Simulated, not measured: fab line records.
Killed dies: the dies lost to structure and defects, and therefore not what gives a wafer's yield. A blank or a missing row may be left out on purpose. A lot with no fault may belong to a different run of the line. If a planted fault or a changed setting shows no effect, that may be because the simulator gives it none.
Code-filled problem report in 8D (eight disciplines) form + flow n5_finfet + the parts of the form that need people (team, actions taken, sign-off) are left out

## 1. PROBLEM STATEMENT
Wafers without a fault read 196.8 s, standard deviation 0.47; run_length_s at N5_PASSIVATION_PECVD_53 reads a mean of 151.4 s on 3 wafers belonging to 2 lots. That is -97 standard deviations from the usual mean.
The step: deposits SiO2 from TEOS/O2, target thk 800 nm, time 169.4 s.
First observed at day 16 04:38: wafer L622.6, on pecvd-02. At this step, 18 wafers from 6 lots have a number in the record. Rule for "out", or "out of limits": more than 4 standard deviations from the usual mean. The other wafers with a number count as sound.

## 2. WHAT THIS IS AND IS NOT
| question                    | is                     | is not                                                                         |
|-----------------------------|------------------------|--------------------------------------------------------------------------------|
| which readings at this step | run_length_s           | -                                                                              |
| which lots                  | L622, L624             | L611, L613, L627, L629                                                         |
| which wafers of those lots  | L622.6, L624.1, L624.3 | L622.4, L622.5, L624.2                                                         |
| read on which tools         | pecvd-02               | pecvd-03, pecvd-04                                                             |
| when                        | from day 16 04:38      | up to then (8 sound wafers); but 7 sound wafers of L624, L627, L629 came after |

## 3. WHAT RULES OUT EACH SUSPECT
Counting: if a tool at a process step up to the reading ran every lot that is out, it stays a suspect. Sound lots after the first of them don't rule it out here, since some wafers of a struck lot are sound.
- rie_diel-02 at N5_PASSIVATION_STRIP_34 (strips in O2): kept. It processed each lot that is out (first: L622, day 16 04:05); up to then, its last sound lot is L611 (day 13 15:14).
- pecvd-02 at N5_PASSIVATION_PECVD_53 (deposits SiO2 from TEOS/O2, target thk 800 nm, time 169.4 s): kept. It processed each lot that is out (first: L622, day 16 04:38); up to then, its last sound lot is L611 (day 13 15:44). Its own readings are out on those wafers: run_length_s.
The count leaves pecvd-02 at N5_PASSIVATION_PECVD_53 and rie_diel-02 at N5_PASSIVATION_STRIP_34.

## 4. THE CAUSE (what the simulator had put in)
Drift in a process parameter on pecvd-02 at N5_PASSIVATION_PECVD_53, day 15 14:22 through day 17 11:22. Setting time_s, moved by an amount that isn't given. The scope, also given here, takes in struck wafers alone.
This tool is one of the 2 suspects left after counting.

## 5. SEQUENCE OF EFFECTS, ordered by route
Rows list readings where the struck wafers' mean (over those with a number) sits beyond 3 standard deviations from the usual. Readings are gone through only where the record gives a usual standard deviation; hours: the median, over the lots, of the time from a lot's start at the first step in this table giving one to that lot's start at this step; sigmas: the change measured in usual standard deviations.
| hours | step                    | reading      | usual   | on struck wafers | change | sigmas |
|-------|-------------------------|--------------|---------|------------------|--------|--------|
| 0     | N5_PASSIVATION_PECVD_53 | run_length_s | 196.8 s | 151.4            | -45.4  | -97    |
Process steps it contains:
- N5_PASSIVATION_PECVD_53: deposits SiO2 from TEOS/O2, target thk 800 nm, time 169.4 s.
Readings that are blank on the struck wafers while sound wafers have them: susceptor_temp_C at N5_PASSIVATION_PECVD_53.

## 6. HOW IT WOULD HAVE BEEN CAUGHT EARLIER
In this record the first reading out of limits was taken at day 16 04:38, 14 hours after the fault began at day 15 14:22.
